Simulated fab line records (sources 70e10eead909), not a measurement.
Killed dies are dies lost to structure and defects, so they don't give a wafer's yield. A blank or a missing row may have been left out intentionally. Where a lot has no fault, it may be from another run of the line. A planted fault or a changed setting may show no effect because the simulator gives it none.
Matching of chambers + flow nandHarc + 3 sister chambers for NHARC_A_STAIRCASE_DEP_151 on pecvd-04
The step deposits SiO2, target thk 3800 nm. 6 wafers are shown with their chamber, then 7 later ones without.

WAFERS PAIRED WITH THEIR CHAMBERS
| wafer  | chamber | heaterPowerOuterW (W) | heaterPowerW (W) |
|--------|---------|-----------------------|------------------|
| L081.5 | 0       | 342                   | 674              |
| L084.1 | 0       | 373                   | 729              |
| L084.2 | 2       | 409                   | 684              |
| L084.3 | 1       | 498                   | 839              |
| L088.1 | 1       | 527                   | 916              |
| L088.2 | 2       | 484                   | 785              |

WAFERS MISSING THEIR CHAMBER
| wafer  | heaterPowerOuterW (W) | heaterPowerW (W) |
|--------|-----------------------|------------------|
| L088.4 | 408                   | 734              |
| L089.1 | 405                   | 744              |
| L089.2 | 448                   | 767              |
| L089.5 | 375                   | 641              |
| L095.2 | 538                   | 912              |
| L095.4 | 322                   | 559              |
| L095.5 | 311                   | 618              |

CHAMBER TAKEN BY EACH
| wafer  | from the rows above     | in truth |
|--------|-------------------------|----------|
| L088.4 | can't be placed: 2 or 0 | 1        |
| L089.1 | can't be placed: 2 or 0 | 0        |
| L089.2 | 2                       | 2        |
| L089.5 | can't be placed: 0 or 2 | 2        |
| L095.2 | 1                       | 1        |
| L095.4 | can't be placed: 0 or 2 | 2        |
| L095.5 | 0                       | 0        |
Placed correctly: 3 of 7. These rows do not allow placing 4 (true chamber among the candidates in 3). Placed wrongly: 0.
How it was worked out, from the rows above alone: a wafer's distance from a chamber is the root of the sum, over the readings, of the square of ((its reading less the chamber's mean) divided by the reading's scatter). If the next closest chamber is less than 2 further off than the closest, the wafer can't be placed; otherwise it belongs to the closest. A chamber's mean is the mean of its shown wafers. The scatter is the square root of a quotient: the sum, over the shown wafers, of each reading's squared deviation from its chamber's mean, divided by wafers minus chambers.
